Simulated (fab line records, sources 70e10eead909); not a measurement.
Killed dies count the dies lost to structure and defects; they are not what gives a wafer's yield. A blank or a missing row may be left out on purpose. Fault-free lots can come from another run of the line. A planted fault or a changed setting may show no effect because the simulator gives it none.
Which tool did it? ; flow nand_harc ; 12 lots, 36 wafers sampled, at 6 steps of a route of 1302

WHAT THE GAUGES READ, wafer by wafer
NHARC_A_BLC_CD_MEAS_10: target cd 100 nm.
lot;measured;on;cd_nm (nm)
L843;day 23 03:34;cd_sem-03;101.4 101.4 101.5
L846;day 23 14:37;cd_sem-02;100.2 100.2 99.6
L844;day 23 16:56;cd_sem-01;98.7 99.0 99.0
L847;day 25 08:53;cd_sem-03;100.5 99.7 100.4
L848;day 25 14:40;cd_sem-03;99.8 99.3 98.4
L849;day 25 16:30;cd_sem-03;100.1 99.7 99.3
L850;day 26 07:36;cd_sem-03;99.0 99.5 99.9
L851;day 26 14:07;cd_sem-03;100.3 98.9 99.7
L854;day 27 23:46;cd_sem-01;61.7 62.9 62.6 61.6 62.8 63.1
L856;day 28 14:16;cd_sem-03;62.7 63.8 63.1 62.5 63.5 63.1
L864;day 31 18:25;cd_sem-02;99.4 99.2 100.3
L865;day 31 19:25;cd_sem-03;100.5 100.4 100.8

NHARC_END_SORT_01.
lot;measured;on;defect_limited_yield (%);killed_at_array;killed_at_other;killed_at_periphery;killed_dies;killed_open;killed_short
L844;day 25 13:47;prober-01;96.0 94.7 94.2;22 25 34;2 4 1;3 7 4;27 36 39;0 3 3;2 3 7
L849;day 27 11:46;prober-02;92.8 89.1 89.1;45 70 72;0 0 0;4 4 2;49 74 74;1 2 5;3 1 2
L850;day 28 04:57;prober-02;85.7 84.2 86.4;94 99 86;1 2 3;2 6 3;97 107 92;3 1 7;3 4 5
L851;day 28 14:09;prober-01;91.4 92.6 92.8;52 48 45;1 1 2;5 1 2;58 50 49;2 1 2;5 4 3

WHAT TOOL EACH LOT RAN ON (gives the tool, then ch and the chambers of the sampled wafers, and finally the start)
lot;NHARC_A_CONTACT_ETCH_138;NHARC_A_CONTACT_ETCH_92;NHARC_A_CONTACT_ALD_18;NHARC_A_BLC_PEB_08
L843;har_cap_etch-02 ch 1, day 22 23:32;rie_diel-03 ch 1,2,3, day 23 00:22;ald_metal-03 ch 1,2, day 23 01:31;litho_track-04 ch 0, day 23 03:29
L846;har_cap_etch-03 ch 0,1, day 23 10:44;rie_diel-03 ch 0,3, day 23 11:34;ald_metal-01 ch 1,3, day 23 12:45;litho_track-01 ch 0, day 23 14:32
L844;har_cap_etch-01 ch 0,1, day 23 12:49;rie_diel-11 ch 1,2,3, day 23 13:46;ald_metal-03 ch 0,1,2, day 23 14:57;litho_track-06 ch 0, day 23 16:51
L847;har_cap_etch-01 ch 0,1, day 25 04:55;rie_diel-11 ch 1,2,3, day 25 05:46;ald_metal-04 ch 0,3, day 25 06:53;litho_track-04 ch 0, day 25 08:49
L848;har_cap_etch-01 ch 0,1, day 25 10:42;rie_diel-11 ch 0,1,3, day 25 11:32;ald_metal-03 ch 1,2,3, day 25 12:42;litho_track-01 ch 0, day 25 14:36
L849;har_cap_etch-03 ch 0,1, day 25 12:33;rie_diel-03 ch 0,2,3, day 25 13:22;ald_metal-04 ch 0,1,2, day 25 14:32;litho_track-06 ch 0, day 25 16:25
L850;har_cap_etch-01 ch 0,1, day 26 03:27;rie_diel-11 ch 0,1,2, day 26 04:17;ald_metal-03 ch 2,3, day 26 05:35;litho_track-06 ch 0, day 26 07:31
L851;har_cap_etch-02 ch 0,1, day 26 10:05;rie_diel-10 ch 0,2,3, day 26 10:55;ald_metal-04 ch 1,2,3, day 26 12:07;litho_track-06 ch 0, day 26 14:02
L854;har_cap_etch-01 ch 0,1, day 27 19:55;rie_diel-11 ch 0,2,3, day 27 20:46;ald_metal-03 ch 0,1,2, day 27 21:54;litho_track-01 ch 0, day 27 23:41
L856;har_cap_etch-01 ch 0,1, day 28 10:24;rie_diel-10 ch 0,3, day 28 11:07;ald_metal-03 ch 0,1,2, day 28 12:18;litho_track-01 ch 0, day 28 14:11
L864;har_cap_etch-01 ch 0,1, day 31 14:35;rie_diel-10 ch 0,1,3, day 31 15:23;ald_metal-04 ch 0,1,3, day 31 16:34;litho_track-01 ch 0, day 31 18:20
L865;har_cap_etch-03 ch 0,1, day 31 15:19;rie_diel-11 ch 0,1,3, day 31 16:05;ald_metal-03 ch 1,2,3, day 31 17:18;litho_track-04 ch 0, day 31 19:20
- NHARC_A_CONTACT_ETCH_138: etches the open film in C4F8/O2/Ar, time 311 s, target depth 1914 nm.
- NHARC_A_CONTACT_ETCH_92: etches the open film in CH3F/O2, target depth 40 nm, time 85.7 s.
- NHARC_A_CONTACT_ALD_18: deposits TiN, target thk 3 nm, pulse time 1 s, ald cycles 150.
- NHARC_A_BLC_PEB_08: peb time 65 s.

WHAT THE TOOLS THEMSELVES READ (means of the sampled wafers that have a number; where no wafer has one, the mark that the record gives instead)
NHARC_A_CONTACT_ETCH_92.
lot;tool;ch3f_flow_sccm (sccm);drypump_motor_current_A (A);oes_product_au (a.u.);rf_fwd_power_W (W);rf_vpp_V (V);showerhead_plenum_p_Torr (Torr);throttle_valve_pct (%)
L843;rie_diel-03;50.09;5.7;1.004;496.3;244.8;2.48;20.674
L846;rie_diel-03;50.05;5.9;0.929;498.4;242.8;2.38;20.656
L844;rie_diel-11;50.10;5.7;0.922;497.0;244.7;2.42;20.665
L847;rie_diel-11;50.13;5.7;0.932;497.5;244.2;2.42;20.665
L848;rie_diel-11;49.99;5.5;0.924;496.5;244.3;2.46;20.658
L849;rie_diel-03;49.92;5.8;0.931;497.2;244.6;2.46;20.666
L850;rie_diel-11;50.09;6.0;0.921;497.3;242.7;2.37;20.667
L851;rie_diel-10;50.05;5.4;1.003;497.3;244.4;2.49;20.661
L854;rie_diel-11;49.88;6.0;0.931;496.7;244.0;2.41;20.651
L856;rie_diel-10;50.00;5.2;0.922;497.1;244.8;2.43;20.669
L864;rie_diel-10;49.95;5.5;0.920;497.6;244.9;2.42;20.669
L865;rie_diel-11;50.02;5.5;0.932;494.5;243.7;2.45;20.663

NHARC_A_CONTACT_ALD_18.
lot;tool;heater_power_w (W);precursor_pulse_height_rel
L843;ald_metal-03;1281;0.994
L846;ald_metal-01;1017;0.995
L844;ald_metal-03;1250;1.016
L847;ald_metal-04;1068;1.013
L848;ald_metal-03;1207;1.001
L849;ald_metal-04;1143;0.996
L850;ald_metal-03;1194;1.004
L851;ald_metal-04;1087;1.013
L854;ald_metal-03;1230;1.011
L856;ald_metal-03;1247;1.005
L864;ald_metal-04;1119;0.986
L865;ald_metal-03;1230;1.001

NHARC_A_BLC_PEB_08.
lot;tool;heater_power_total_W (W);plate_temp_C (C)
L843;litho_track-04;156.7;99.90
L846;litho_track-01;156.7;99.93
L844;litho_track-06;156.6;99.92
L847;litho_track-04;156.1;99.97
L848;litho_track-01;156.3;100.02
L849;litho_track-06;156.5;100.00
L850;litho_track-06;156.6;99.95
L851;litho_track-06;156.3;100.04
L854;litho_track-01;138.6;91.64
L856;litho_track-01;138.2;91.60
L864;litho_track-01;156.7;100.24
L865;litho_track-04;156.6;100.22

THE ANSWER, worked out from the rows above alone
Rule: the usual values come from the lots themselves. Put in order of their means at a reading, lots are off if they are a third of the lots or fewer, leave a main group of 4 or more, and stand apart from it by a gap of 3 or more times the standard deviation of the main group's means; of several such gaps the widest counts. Not used: any main group whose means are identical at the precision the tables above print for the reading. Also off: a lot with no number at a reading for which 4 or more lots have one. All remaining lots with rows at the step are treated as sound. First the gauges in route order, then the tools' own readings, where a lot's mean is used as printed above. At the first step where some lot is off, the reading lying furthest off is the one used; lots without a number count as furthest.
Off, at NHARC_A_BLC_CD_MEAS_10 on cd_nm: L854, L856. Main group: mean 99.9 nm, sd 0.69.
If a tool, at a process step before that reading, ran all the lots that are off and no sound lot after the first of them, it fits. The gauges at NHARC_A_BLC_CD_MEAS_10 aren't tried: what is off there is off at NHARC_A_BLC_PEB_08 too, on other tools, and a gauge's error can't cause that. Of those tried, none fits.

WHAT THE SIMULATOR PUT IN
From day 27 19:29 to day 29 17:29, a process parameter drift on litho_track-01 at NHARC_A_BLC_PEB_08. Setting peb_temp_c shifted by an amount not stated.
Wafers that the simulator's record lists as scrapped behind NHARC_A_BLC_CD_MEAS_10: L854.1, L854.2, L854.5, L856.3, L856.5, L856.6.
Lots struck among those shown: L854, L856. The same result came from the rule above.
